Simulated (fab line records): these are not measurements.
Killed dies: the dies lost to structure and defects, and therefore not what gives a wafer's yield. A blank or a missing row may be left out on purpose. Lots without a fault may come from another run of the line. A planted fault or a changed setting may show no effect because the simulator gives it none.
Chamber matching ; flow n5-finfet ; ald-sin-01 running N5_DUMMY_GATE_ALD_02: 4 sister chambers
The step deposits SiO2, target thk 2 nm, pulse time 1 s. 8 wafers are shown with their chamber, then 7 later ones without.

WAFERS PAIRED WITH THEIR CHAMBERS
wafer;chamber;heater-power-w (W);precursor-pulse-height-rel
L075.3;0;463;0.968
L084.4;0;480;1.035
L086.6;2;432;1.017
L088.2;2;428;1.021
L088.5;1;448;1.001
L088.6;3;461;1.021
L089.4;1;448;0.933
L089.5;3;448;0.966

WAFERS WHOSE CHAMBER IS MISSING
wafer;heater-power-w (W);precursor-pulse-height-rel
L089.6;417;0.992
L091.1;416;1.004
L091.3;450;1.007
L091.5;456;0.978
L093.1;425;0.987
L093.4;425;0.959
L093.5;458;0.977

CHAMBER TAKEN BY EACH
wafer;from the rows above;in truth
L089.6;2;2
L091.1;2;2
L091.3;can't be placed: 3 or 1 or 2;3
L091.5;can't be placed: 3 or 1 or 0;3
L093.1;can't be placed: 2 or 1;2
L093.4;can't be placed: 2 or 1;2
L093.5;can't be placed: 3 or 1 or 0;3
2 of 7 placed correctly. These rows do not allow placing 5 (true chamber among the candidates in 5). Placed wrongly: 0.
How it was worked out, from the rows above alone: a wafer's distance from a chamber is the root of the sum, over the readings, of the square of ((its reading less the chamber's mean) divided by the reading's scatter). The wafer belongs to the nearest chamber; if the next one is less than 2 further off, it can't be placed. For every chamber, the mean is computed from those of its wafers that are shown. The scatter is the square root of a quotient: the sum, over the shown wafers, of each reading's squared deviation from its chamber's mean, divided by wafers minus chambers.
